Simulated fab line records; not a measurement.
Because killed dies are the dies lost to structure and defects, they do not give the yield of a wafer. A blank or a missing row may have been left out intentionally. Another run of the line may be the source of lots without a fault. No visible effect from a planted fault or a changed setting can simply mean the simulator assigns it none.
Chamber matching	flow nand harc	4 sister chambers for NHARC_P_STI_ETCH_15 on rie si-01
The step etches the open film in HBr/Cl2, target depth 300 nm, time 100.1 s. 8 wafers are shown with their chamber, then 8 later ones without.

== WAFERS WITH THEIR CHAMBER ==
wafer	chamber	oes product au (a.u.)	throttle valve pct (%)
L914.4	1	1.001	26.409
L914.5	1	0.999	26.409
L915.3	3	0.972	26.403
L917.3	0	0.971	26.400
L919.1	2	1.021	26.407
L919.2	0	0.970	26.398
L919.5	2	1.014	26.407
L927.1	3	0.997	26.418

== WAFERS WITHOUT THEIR CHAMBER ==
wafer	oes product au (a.u.)	throttle valve pct (%)
L927.4	1.024	26.418
L927.5	1.021	26.425
L930.1	1.011	26.399
L930.2	1.013	26.414
L930.4	0.992	26.409
L931.1	1.027	26.421
L931.2	1.028	26.420
L931.5	1.006	26.406

== CHAMBER TAKEN BY EACH ==
wafer	from the rows above	in truth
L927.4	can't be placed: 2 or 1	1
L927.5	can't be placed: 2 or 1 or 3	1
L930.1	can't be placed: 2 or 1 or 3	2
L930.2	can't be placed: 2 or 1 or 3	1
L930.4	can't be placed: 3 or 1 or 2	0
L931.1	can't be placed: 2 or 1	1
L931.2	can't be placed: 2 or 1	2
L931.5	can't be placed: 1 or 2 or 3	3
Placed correctly: 0 of 8. Cannot be placed on the basis of these rows: 8; the candidates contain the true chamber in 7. Number placed wrongly: 0.
How it was worked out, from the rows above alone: a wafer's distance from a chamber is the root of the sum, over the readings, of the square of ((its reading less the chamber's mean) divided by the reading's scatter). The wafer belongs to the nearest chamber; if the next one is less than 2 further off, it can't be placed. A chamber's mean is the mean of its shown wafers. How the scatter is found: for the shown wafers, subtract from each reading the mean of its chamber, square and add these, divide the total by (wafers less chambers), then take the root.
